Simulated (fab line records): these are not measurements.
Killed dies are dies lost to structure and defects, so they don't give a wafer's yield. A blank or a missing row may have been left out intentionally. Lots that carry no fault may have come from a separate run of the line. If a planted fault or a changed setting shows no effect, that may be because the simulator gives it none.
fab line records :: flow n5Finfet :: part 2 of 2: steps 32 to 37 of 37
[record]
  lots = 5
  wafers = 15
  lastDay = 17
route steps=1938 shown BEOL_M11@1581 BEOL_M12@1602
lots that met no fault: taken from a fault-free run of the same line
startH: hours from the record's first day to the start of the lot's first wafer shown :: waitH: hours from the lot's prior step to this one :: " as in the row above :: L1.1+2: several wafers, shown together as one row :: - either no value or no given start :: * or withheld: withheld :: < > ~ a bound
route shown NAME@n: names a module that has steps shown in the file, with the first one's number in the route :: usual: mean/standard deviation of fault-free wafers :: same: alike in all rows :: chamber/n: place in a boat :: sites: each site's reading :: _std_site: standard deviation of those values :: _edge_site: outer sites' mean less inner sites' :: radiusMm: how far each site lies from the wafer's centre :: mask NAME#n: copy n :: behind: the tool/chamber that last shaped the wafer :: hold: why the lot went on hold/how many hours it stayed there/how the hold came to an end :: device: whichever transistor did not switch (one of n, p or np) :: end of line: at the end of the route, the tests of the same wafers :: a step given without rows: its recipe and nothing more :: killed: the dies lost at the first sort to structure and to defects; this is not the yield of the wafer :: map: the dies of a wafer, with x for killed, . for not killed, _ for no die there
set.NAME: the run value of the setting; set.NAME@STEP: its run value at that earlier step :: model.NAME: the simulator's own value behind a step, which no gauge read
certain route steps with their lots: each step a table, each wafer a row
services: a tool's chamber out of use, with start hour (startH, from the record's first day; less than 0 if before it), hours out, and reason
[[steps]]
[step N5_BEOL_M12_CD_MEAS_10]
[recipe]
  targetCdNm = 140
  landingEnergyEv = 500
  detector = seInlens
  polarity = opening
[usual]
  cdNm = 140.1/2.5
lot.wafer: L078.1
tool: cdSem-02
chamber: 0
startH: 280.29
waitH: -
cdNm: 140.5

lot.wafer: L078.3
tool: cdSem-02
chamber: 0
startH: 280.29
waitH: -
cdNm: 138.6

lot.wafer: L078.4
tool: cdSem-02
chamber: 0
startH: 280.29
waitH: -
cdNm: 136.4

lot.wafer: L084.1
tool: cdSem-03
chamber: 0
startH: 316.61
waitH: -
cdNm: 142.8

lot.wafer: L084.3
tool: cdSem-03
chamber: 0
startH: 316.61
waitH: -
cdNm: 140.8

lot.wafer: L084.5
tool: cdSem-03
chamber: 0
startH: 316.61
waitH: -
cdNm: 140.6

lot.wafer: L090.1
tool: cdSem-01
chamber: 0
startH: 346.54
waitH: -
cdNm: 145.4

lot.wafer: L090.2
tool: cdSem-01
chamber: 0
startH: 346.54
waitH: -
cdNm: 141.2

lot.wafer: L090.6
tool: cdSem-01
chamber: 0
startH: 346.54
waitH: -
cdNm: 142.2

lot.wafer: L092.4
tool: cdSem-02
chamber: 0
startH: 353.81
waitH: -
cdNm: 136.7

lot.wafer: L092.5
tool: cdSem-02
chamber: 0
startH: 353.81
waitH: -
cdNm: 136.0

lot.wafer: L092.6
tool: cdSem-02
chamber: 0
startH: 353.81
waitH: -
cdNm: 138.4

lot.wafer: L093.1
tool: cdSem-02
chamber: 0
startH: 361.66
waitH: -
cdNm: 141.9

lot.wafer: L093.5
tool: cdSem-02
chamber: 0
startH: 361.66
waitH: -
cdNm: 142.1

lot.wafer: L093.6
tool: cdSem-02
chamber: 0
startH: 361.66
waitH: -
cdNm: 141.3
[step N5_BEOL_M12_OVL_MEAS_11]
[recipe]
  pointsPerWafer = 44
[usual]
  V11_OVL = -4/6.5
lot.wafer: L078.1
tool: overlay-01
chamber: 0
startH: 280.32
waitH: 0.0
V11_OVL[nm]: 1

lot.wafer: L078.3
tool: overlay-01
chamber: 0
startH: 280.32
waitH: 0.0
V11_OVL[nm]: 3

lot.wafer: L078.4
tool: overlay-01
chamber: 0
startH: 280.32
waitH: 0.0
V11_OVL[nm]: -7

lot.wafer: L084.1
tool: overlay-02
chamber: 0
startH: 316.64
waitH: 0.0
V11_OVL[nm]: 5

lot.wafer: L084.3
tool: overlay-02
chamber: 0
startH: 316.64
waitH: 0.0
V11_OVL[nm]: 9

lot.wafer: L084.5
tool: overlay-02
chamber: 0
startH: 316.64
waitH: 0.0
V11_OVL[nm]: -5

lot.wafer: L090.1
tool: overlay-01
chamber: 0
startH: 346.57
waitH: 0.0
V11_OVL[nm]: 2

lot.wafer: L090.2
tool: overlay-01
chamber: 0
startH: 346.57
waitH: 0.0
V11_OVL[nm]: -1

lot.wafer: L090.6
tool: overlay-01
chamber: 0
startH: 346.57
waitH: 0.0
V11_OVL[nm]: -1

lot.wafer: L092.4
tool: overlay-01
chamber: 0
startH: 353.85
waitH: 0.0
V11_OVL[nm]: -3

lot.wafer: L092.5
tool: overlay-01
chamber: 0
startH: 353.85
waitH: 0.0
V11_OVL[nm]: -15

lot.wafer: L092.6
tool: overlay-01
chamber: 0
startH: 353.85
waitH: 0.0
V11_OVL[nm]: 0

lot.wafer: L093.1
tool: overlay-02
chamber: 0
startH: 361.69
waitH: 0.0
V11_OVL[nm]: -7

lot.wafer: L093.5
tool: overlay-02
chamber: 0
startH: 361.69
waitH: 0.0
V11_OVL[nm]: 5

lot.wafer: L093.6
tool: overlay-02
chamber: 0
startH: 361.69
waitH: 0.0
V11_OVL[nm]: 6
[step N5_BEOL_M12_INSPECT_12]
[recipe]
  mode = adi
  inspectInstrument = macro
[usual]
  rawDefectCount = 1.9/1.4
lot.wafer: L078.1
tool: defectInspect-01
chamber: -
startH: 280.35
waitH: 0.0
rawDefectCount: 0

lot.wafer: L078.3
tool: defectInspect-01
chamber: -
startH: 280.35
waitH: 0.0
rawDefectCount: 4

lot.wafer: L078.4
tool: defectInspect-01
chamber: -
startH: 280.35
waitH: 0.0
rawDefectCount: 1

lot.wafer: L084.1
tool: defectInspect-02
chamber: -
startH: 316.66
waitH: 0.0
rawDefectCount: 0

lot.wafer: L084.3
tool: defectInspect-02
chamber: -
startH: 316.66
waitH: 0.0
rawDefectCount: 3

lot.wafer: L084.5
tool: defectInspect-02
chamber: -
startH: 316.66
waitH: 0.0
rawDefectCount: 1

lot.wafer: L090.1
tool: defectInspect-02
chamber: -
startH: 346.59
waitH: 0.0
rawDefectCount: 0

lot.wafer: L090.2
tool: defectInspect-02
chamber: -
startH: 346.59
waitH: 0.0
rawDefectCount: 0

lot.wafer: L090.6
tool: defectInspect-02
chamber: -
startH: 346.59
waitH: 0.0
rawDefectCount: 1

lot.wafer: L092.4
tool: defectInspect-01
chamber: -
startH: 353.87
waitH: 0.0
rawDefectCount: 1

lot.wafer: L092.5
tool: defectInspect-01
chamber: -
startH: 353.87
waitH: 0.0
rawDefectCount: 4

lot.wafer: L092.6
tool: defectInspect-01
chamber: -
startH: 353.87
waitH: 0.0
rawDefectCount: 2

lot.wafer: L093.1
tool: defectInspect-01
chamber: -
startH: 361.72
waitH: 0.0
rawDefectCount: 1

lot.wafer: L093.5
tool: defectInspect-01
chamber: -
startH: 361.72
waitH: 0.0
rawDefectCount: 1

lot.wafer: L093.6
tool: defectInspect-01
chamber: -
startH: 361.72
waitH: 0.0
rawDefectCount: 1
[step N5_BEOL_M12_DESCUM_15]
[recipe]
  chemistry = O2
  timeS = 7.9
  sourcePowerW = 50
  biasPowerW = 20
  pressureMtorr = 20
  rfFrequencyHz = 2.712e+07
  tempC = 40
  o2FlowSccm = 225
[usual]
  drypumpMotorCurrentA = 5.7/0.5
  o2FlowSccm = 225.0/0.63
  oesProductAu = 0.77/0.047
  rfVppV = 243.1/1.2
  showerheadPlenumPTorr = 2.08/0.063
  throttleValvePct = 20.38/0.26
lot.wafer: L078.1
tool: rieDiel-02
chamber: 3
startH: 280.38
waitH: 0.0
drypumpMotorCurrentA: 5.4
o2FlowSccm: 225.1
oesProductAu: 0.75
rfHoursCounterH: 181
rfVppV: 243.9
showerheadPlenumPTorr: 2.19
throttleValvePct: 20.65

lot.wafer: L078.3
tool: rieDiel-02
chamber: 1
startH: 280.38
waitH: 0.0
drypumpMotorCurrentA: 5.1
o2FlowSccm: 225.5
oesProductAu: 0.81
rfHoursCounterH: 76
rfVppV: 239.8
showerheadPlenumPTorr: 2.02
throttleValvePct: 20.41

lot.wafer: L078.4
tool: rieDiel-02
chamber: 2
startH: 280.38
waitH: 0.0
drypumpMotorCurrentA: 5.1
o2FlowSccm: 225.0
oesProductAu: 0.84
rfHoursCounterH: 64
rfVppV: 242.2
showerheadPlenumPTorr: 2.03
throttleValvePct: 20.67

lot.wafer: L084.1
tool: rieDiel-06
chamber: 3
startH: 316.70
waitH: 0.0
drypumpMotorCurrentA: 6.6
o2FlowSccm: 225.0
oesProductAu: 0.76
rfHoursCounterH: 135
rfVppV: 242.8
showerheadPlenumPTorr: 2.11
throttleValvePct: 20.69

lot.wafer: L084.3
tool: rieDiel-06
chamber: 1
startH: 316.70
waitH: 0.0
drypumpMotorCurrentA: 4.8
o2FlowSccm: 225.1
oesProductAu: 0.70
rfHoursCounterH: 210
rfVppV: 242.8
showerheadPlenumPTorr: 2.01
throttleValvePct: 20.81

lot.wafer: L084.5
tool: rieDiel-06
chamber: 2
startH: 316.70
waitH: 0.0
drypumpMotorCurrentA: 5.4
o2FlowSccm: 224.7
oesProductAu: 0.77
rfHoursCounterH: -
rfVppV: 243.0
showerheadPlenumPTorr: 2.00
throttleValvePct: 20.39

lot.wafer: L090.1
tool: rieDiel-03
chamber: 1
startH: 346.62
waitH: 0.0
drypumpMotorCurrentA: 6.1
o2FlowSccm: 223.8
oesProductAu: 0.81
rfHoursCounterH: 99
rfVppV: 243.9
showerheadPlenumPTorr: 2.12
throttleValvePct: 20.26

lot.wafer: L090.2
tool: rieDiel-03
chamber: 2
startH: 346.62
waitH: 0.0
drypumpMotorCurrentA: 5.6
o2FlowSccm: 225.9
oesProductAu: 0.81
rfHoursCounterH: 88
rfVppV: 242.5
showerheadPlenumPTorr: 2.11
throttleValvePct: 20.09

lot.wafer: L090.6
tool: rieDiel-03
chamber: 2
startH: 346.62
waitH: 0.0
drypumpMotorCurrentA: 5.6
o2FlowSccm: 226.0
oesProductAu: 0.80
rfHoursCounterH: -
rfVppV: 242.8
showerheadPlenumPTorr: 2.11
throttleValvePct: 20.11

lot.wafer: L092.4
tool: rieDiel-03
chamber: 1
startH: 353.95
waitH: 0.1
drypumpMotorCurrentA: 6.1
o2FlowSccm: 224.1
oesProductAu: 0.81
rfHoursCounterH: 102
rfVppV: 242.6
showerheadPlenumPTorr: 2.12
throttleValvePct: 20.26

lot.wafer: L092.5
tool: rieDiel-03
chamber: 2
startH: 353.95
waitH: 0.1
drypumpMotorCurrentA: 5.6
o2FlowSccm: 223.1
oesProductAu: 0.79
rfHoursCounterH: -
rfVppV: 243.6
showerheadPlenumPTorr: 2.11
throttleValvePct: 20.13

lot.wafer: L092.6
tool: rieDiel-03
chamber: 3
startH: 353.95
waitH: 0.1
drypumpMotorCurrentA: 6.0
o2FlowSccm: 225.7
oesProductAu: 0.71
rfHoursCounterH: -
rfVppV: 243.5
showerheadPlenumPTorr: 2.07
throttleValvePct: 20.20

lot.wafer: L093.1
tool: rieDiel-06
chamber: 1
startH: 361.75
waitH: 0.0
drypumpMotorCurrentA: 4.8
o2FlowSccm: 225.5
oesProductAu: 0.69
rfHoursCounterH: 227
rfVppV: 242.5
showerheadPlenumPTorr: 2.00
throttleValvePct: 20.83

lot.wafer: L093.5
tool: rieDiel-06
chamber: 1
startH: 361.75
waitH: 0.0
drypumpMotorCurrentA: 4.9
o2FlowSccm: 225.0
oesProductAu: 0.68
rfHoursCounterH: -
rfVppV: 242.5
showerheadPlenumPTorr: 2.00
throttleValvePct: 20.82

lot.wafer: L093.6
tool: rieDiel-06
chamber: 0
startH: 361.75
waitH: 0.0
drypumpMotorCurrentA: 6.2
o2FlowSccm: 225.2
oesProductAu: 0.79
rfHoursCounterH: -
rfVppV: 242.1
showerheadPlenumPTorr: 2.01
throttleValvePct: 20.52
[step N5_BEOL_M12_ETCH_59]
[recipe]
  chemistry = N2/H2
  target = BARC
  targetDepthA = 890
  overetchA = 267
  timeS = 67.9
  ionEnergyEv = 200
  pressureMtorr = 30
  sourceW = 840
  biasW = 150
  n2FlowSccm = 200
  h2FlowSccm = 200
[usual]
  drypumpMotorCurrentA = 5.7/0.5
  oesProductAu = 0.67/0.04
  rfVppV = 523.5/2.2
  showerheadPlenumPTorr = 2.53/0.076
  throttleValvePct = 17.78/0.27
lot.wafer: L078.1
tool: rieDiel-02
chamber: 3
startH: 280.42
waitH: 0.0
drypumpMotorCurrentA: 5.4
oesProductAu: 0.64
rfHoursCounterH: 181
rfVppV: 524.9
showerheadPlenumPTorr: 2.64
throttleValvePct: 17.92

lot.wafer: L078.3
tool: rieDiel-02
chamber: 1
startH: 280.42
waitH: 0.0
drypumpMotorCurrentA: 5.0
oesProductAu: 0.69
rfHoursCounterH: 76
rfVppV: 521.9
showerheadPlenumPTorr: 2.47
throttleValvePct: 17.97

lot.wafer: L078.4
tool: rieDiel-02
chamber: 2
startH: 280.42
waitH: 0.0
drypumpMotorCurrentA: 5.1
oesProductAu: 0.72
rfHoursCounterH: 64
rfVppV: 522.3
showerheadPlenumPTorr: 2.48
throttleValvePct: 18.23

lot.wafer: L084.1
tool: rieDiel-06
chamber: 3
startH: 316.73
waitH: 0.0
drypumpMotorCurrentA: 6.6
oesProductAu: 0.65
rfHoursCounterH: 135
rfVppV: 522.2
showerheadPlenumPTorr: 2.56
throttleValvePct: 18.19

lot.wafer: L084.3
tool: rieDiel-06
chamber: 1
startH: 316.73
waitH: 0.0
drypumpMotorCurrentA: 4.8
oesProductAu: 0.60
rfHoursCounterH: 210
rfVppV: 520.3
showerheadPlenumPTorr: 2.40
throttleValvePct: 18.00

lot.wafer: L084.5
tool: rieDiel-06
chamber: 2
startH: 316.73
waitH: 0.0
drypumpMotorCurrentA: 5.5
oesProductAu: 0.67
rfHoursCounterH: -
rfVppV: 520.0
showerheadPlenumPTorr: 2.44
throttleValvePct: 17.78

lot.wafer: L090.1
tool: rieDiel-03
chamber: 1
startH: 346.66
waitH: 0.0
drypumpMotorCurrentA: 6.1
oesProductAu: 0.70
rfHoursCounterH: 99
rfVppV: 524.1
showerheadPlenumPTorr: 2.57
throttleValvePct: 17.67

lot.wafer: L090.2
tool: rieDiel-03
chamber: 2
startH: 346.66
waitH: 0.0
drypumpMotorCurrentA: 5.6
oesProductAu: 0.68
rfHoursCounterH: 88
rfVppV: 524.9
showerheadPlenumPTorr: 2.56
throttleValvePct: 17.44

lot.wafer: L090.6
tool: rieDiel-03
chamber: 2
startH: 346.66
waitH: 0.0
drypumpMotorCurrentA: 5.6
oesProductAu: 0.68
rfHoursCounterH: -
rfVppV: 526.3
showerheadPlenumPTorr: 2.56
throttleValvePct: 17.43

lot.wafer: L092.4
tool: rieDiel-03
chamber: 1
startH: 353.98
waitH: 0.0
drypumpMotorCurrentA: 6.2
oesProductAu: 0.70
rfHoursCounterH: 102
rfVppV: 523.4
showerheadPlenumPTorr: 2.57
throttleValvePct: 17.69

lot.wafer: L092.5
tool: rieDiel-03
chamber: 2
startH: 353.98
waitH: 0.0
drypumpMotorCurrentA: 5.6
oesProductAu: 0.68
rfHoursCounterH: -
rfVppV: 522.7
showerheadPlenumPTorr: 2.56
throttleValvePct: 17.45

lot.wafer: L092.6
tool: rieDiel-03
chamber: 3
startH: 353.98
waitH: 0.0
drypumpMotorCurrentA: 6.0
oesProductAu: 0.61
rfHoursCounterH: -
rfVppV: 524.3
showerheadPlenumPTorr: 2.52
throttleValvePct: 17.85

lot.wafer: L093.1
tool: rieDiel-06
chamber: 1
startH: 361.79
waitH: 0.0
drypumpMotorCurrentA: 4.9
oesProductAu: 0.60
rfHoursCounterH: 227
rfVppV: 520.0
showerheadPlenumPTorr: 2.39
throttleValvePct: 18.00

lot.wafer: L093.5
tool: rieDiel-06
chamber: 1
startH: 361.79
waitH: 0.0
drypumpMotorCurrentA: 4.8
oesProductAu: 0.60
rfHoursCounterH: -
rfVppV: 520.1
showerheadPlenumPTorr: 2.39
throttleValvePct: 18.01

lot.wafer: L093.6
tool: rieDiel-06
chamber: 0
startH: 361.79
waitH: 0.0
drypumpMotorCurrentA: 6.2
oesProductAu: 0.68
rfHoursCounterH: -
rfVppV: 521.3
showerheadPlenumPTorr: 2.46
throttleValvePct: 17.92
[step N5_BEOL_M12_VIA_ETCH_16]
[recipe]
  chemistry = C4F8/O2/Ar
  target = SiOC
  pressureMtorr = 30
  sourceW = 3000
  biasW = 700
  Ar_flow_sccm = 400
  C4F8_flow_sccm = 15
  O2_flow_sccm = 8
  heInnerTorr = 15
  heOuterTorr = 30
  targetDepthA = 7248
  timeS = withheld
  ionEnergyEv = 250
  ends = cleared
[usual]
  C4F8_flow_sccm = 15.00/0.039
  drypumpMotorCurrentA = 5.7/0.5
  oesProductAu = 0.70/0.042
  rfVppV = 665.1/2.8
  showerheadPlenumPTorr = 3.41/0.088
  throttleValvePct = 24.14/0.28
lot.wafer: L078.1
tool: rieDiel-02
chamber: 3
startH: 280.47
waitH: 0.0
C4F8_flow_sccm: 14.94
drypumpMotorCurrentA: 5.4
oesProductAu: 0.68
rfVppV: 668.2
showerheadPlenumPTorr: 3.52
throttleValvePct: 24.24

lot.wafer: L078.3
tool: rieDiel-02
chamber: 1
startH: 280.47
waitH: 0.0
C4F8_flow_sccm: 14.96
drypumpMotorCurrentA: 5.1
oesProductAu: 0.73
rfVppV: 664.3
showerheadPlenumPTorr: 3.36
throttleValvePct: 24.44

lot.wafer: L078.4
tool: rieDiel-02
chamber: 2
startH: 280.47
waitH: 0.0
C4F8_flow_sccm: 15.01
drypumpMotorCurrentA: 5.1
oesProductAu: 0.76
rfVppV: 663.7
showerheadPlenumPTorr: 3.33
throttleValvePct: 24.46

lot.wafer: L084.1
tool: rieDiel-06
chamber: 3
startH: 316.78
waitH: 0.0
C4F8_flow_sccm: 15.00
drypumpMotorCurrentA: 6.6
oesProductAu: 0.68
rfVppV: 665.7
showerheadPlenumPTorr: 3.44
throttleValvePct: 24.47

lot.wafer: L084.3
tool: rieDiel-06
chamber: 1
startH: 316.78
waitH: 0.0
C4F8_flow_sccm: 14.94
drypumpMotorCurrentA: 4.9
oesProductAu: 0.64
rfVppV: 660.8
showerheadPlenumPTorr: 3.25
throttleValvePct: 24.35

lot.wafer: L084.5
tool: rieDiel-06
chamber: 2
startH: 316.78
waitH: 0.0
C4F8_flow_sccm: 15.07
drypumpMotorCurrentA: 5.4
oesProductAu: 0.70
rfVppV: 661.6
showerheadPlenumPTorr: 3.30
throttleValvePct: 24.28

lot.wafer: L090.1
tool: rieDiel-03
chamber: 1
startH: 346.71
waitH: 0.0
C4F8_flow_sccm: 14.93
drypumpMotorCurrentA: 6.2
oesProductAu: 0.74
rfVppV: 665.9
showerheadPlenumPTorr: 3.46
throttleValvePct: 24.05

lot.wafer: L090.2
tool: rieDiel-03
chamber: 2
startH: 346.71
waitH: 0.0
C4F8_flow_sccm: 15.04
drypumpMotorCurrentA: 5.6
oesProductAu: 0.72
rfVppV: 665.8
showerheadPlenumPTorr: 3.45
throttleValvePct: 23.91

lot.wafer: L090.6
tool: rieDiel-03
chamber: 2
startH: 346.71
waitH: 0.0
C4F8_flow_sccm: 15.06
drypumpMotorCurrentA: 5.6
oesProductAu: 0.72
rfVppV: 666.1
showerheadPlenumPTorr: 3.45
throttleValvePct: 23.91

lot.wafer: L092.4
tool: rieDiel-03
chamber: 1
startH: 354.03
waitH: 0.0
C4F8_flow_sccm: 15.00
drypumpMotorCurrentA: 6.1
oesProductAu: 0.75
rfVppV: 666.0
showerheadPlenumPTorr: 3.46
throttleValvePct: 24.07

lot.wafer: L092.5
tool: rieDiel-03
chamber: 2
startH: 354.03
waitH: 0.0
C4F8_flow_sccm: 14.96
drypumpMotorCurrentA: 5.6
oesProductAu: 0.73
rfVppV: 666.4
showerheadPlenumPTorr: 3.45
throttleValvePct: 23.90

lot.wafer: L092.6
tool: rieDiel-03
chamber: 3
startH: 354.03
waitH: 0.0
C4F8_flow_sccm: 15.04
drypumpMotorCurrentA: 6.0
oesProductAu: 0.65
rfVppV: 666.3
showerheadPlenumPTorr: 3.38
throttleValvePct: 23.95

lot.wafer: L093.1
tool: rieDiel-06
chamber: 1
startH: 361.84
waitH: 0.0
C4F8_flow_sccm: 15.04
drypumpMotorCurrentA: 4.9
oesProductAu: 0.63
rfVppV: 662.0
showerheadPlenumPTorr: 3.24
throttleValvePct: 24.36

lot.wafer: L093.5
tool: rieDiel-06
chamber: 1
startH: 361.84
waitH: 0.0
C4F8_flow_sccm: 14.97
drypumpMotorCurrentA: 4.8
oesProductAu: 0.62
rfVppV: 658.6
showerheadPlenumPTorr: 3.24
throttleValvePct: 24.36

lot.wafer: L093.6
tool: rieDiel-06
chamber: 0
startH: 361.84
waitH: 0.0
C4F8_flow_sccm: 14.96
drypumpMotorCurrentA: 6.2
oesProductAu: 0.72
rfVppV: 662.3
showerheadPlenumPTorr: 3.33
throttleValvePct: 24.46
[[services]]
tool: pecvd-01
chamber: -
startH: 255.43
hours: 0.8
kind: repair

tool: aldMetal-01
chamber: -
startH: 269.73
hours: 8.7
kind: pm

tool: pecvd-03
chamber: 0
startH: 272.97
hours: 3.5
kind: repair

tool: wetBench-06
chamber: -
startH: 273.42
hours: 1.2
kind: repair

tool: uvCure-01
chamber: -
startH: 276.47
hours: 2.1
kind: pm

tool: krfScanner-01
chamber: -
startH: 288.60
hours: 1.0
kind: pm

tool: pvdSputter-02
chamber: -
startH: 288.76
hours: 8.9
kind: repair

tool: krfScanner-02
chamber: -
startH: 295.12
hours: 1.3
kind: pm

tool: cmp-03
chamber: -
startH: 297.84
hours: 1.4
kind: repair

tool: pecvd-04
chamber: -
startH: 307.35
hours: 2.8
kind: pm

tool: rieDiel-03
chamber: 3
startH: 307.60
hours: 7.1
kind: repair

tool: wetBench-01
chamber: -
startH: 308.53
hours: 3.5
kind: repair

tool: aldMetal-01
chamber: -
startH: 313.04
hours: 0.2
kind: repair

tool: krfScanner-02
chamber: -
startH: 313.16
hours: 0.8
kind: pm

tool: cvdCo-01
chamber: -
startH: 317.82
hours: 7.0
kind: repair

tool: uvCure-01
chamber: -
startH: 318.51
hours: 0.3
kind: repair

tool: pecvd-03
chamber: 1
startH: 319.66
hours: 12.4
kind: repair

tool: pvdSputter-01
chamber: -
startH: 326.48
hours: 1.0
kind: repair

tool: cmp-03
chamber: -
startH: 329.41
hours: 1.3
kind: repair

tool: wetBench-06
chamber: -
startH: 331.51
hours: 0.9
kind: repair

tool: ecdCu-02
chamber: -
startH: 333.30
hours: 1.1
kind: repair

tool: rieDiel-02
chamber: 3
startH: 335.50
hours: 4.8
kind: repair

tool: pecvd-03
chamber: 0
startH: 339.32
hours: 30.1
kind: repair

tool: aldMetal-01
chamber: -
startH: 361.32
hours: 6.0
kind: pm
